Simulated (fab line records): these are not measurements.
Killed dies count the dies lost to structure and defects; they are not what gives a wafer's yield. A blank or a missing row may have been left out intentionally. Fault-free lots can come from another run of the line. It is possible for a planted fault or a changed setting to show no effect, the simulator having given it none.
Matching of chambers + flow n5Finfet + N5_BEOL_M1_ETCH_64 on rieDiel-03 has 4 sister chambers
The step etches SOC in N2/H2, target depth 75 nm, overetch 15 nm, time 112.5 s. 4 wafers are shown with their chamber, then 9 later ones without.

== EACH WAFER AND ITS CHAMBER ==
| wafer  | chamber | showerheadPlenumPTorr (Torr) |
|--------|---------|------------------------------|
| L082.5 | 0       | 2.70                         |
| L083.5 | 2       | 2.45                         |
| L086.2 | 3       | 2.64                         |
| L086.4 | 1       | 2.68                         |

== WAFERS WITH NO CHAMBER GIVEN ==
| wafer  | showerheadPlenumPTorr (Torr) |
|--------|------------------------------|
| L087.1 | 2.69                         |
| L087.2 | 2.64                         |
| L087.6 | 2.68                         |
| L094.4 | 2.44                         |
| L094.5 | 2.67                         |
| L094.6 | 2.69                         |
| L096.1 | 2.64                         |
| L096.2 | 2.67                         |
| L096.4 | 2.69                         |

== WHICH CHAMBER EACH ONE RAN IN ==
| wafer  | from the rows above     | in truth |
|--------|-------------------------|----------|
| L087.1 | can't be placed: 1 or 0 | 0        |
| L087.2 | 3                       | 3        |
| L087.6 | 1                       | 1        |
| L094.4 | 2                       | 2        |
| L094.5 | 1                       | 1        |
| L094.6 | can't be placed: 1 or 0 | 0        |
| L096.1 | 3                       | 3        |
| L096.2 | 1                       | 1        |
| L096.4 | can't be placed: 1 or 0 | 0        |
Placed correctly: 6 of 9. Cannot be placed on the basis of these rows: 3; the candidates contain the true chamber in 3. Placed wrongly: 0.
How it was worked out, from the rows above alone: a wafer's distance from a chamber is the root of the sum, over the readings, of the square of ((its reading less the chamber's mean) divided by the reading's scatter). If the next closest chamber is less than 2 further off than the closest, the wafer can't be placed; otherwise it belongs to the closest. For every chamber, the mean is computed from those of its wafers that are shown. The scatter (one wafer shown for each chamber): square how far every hidden wafer sits from the nearest shown wafer, average those squares and take the square root.
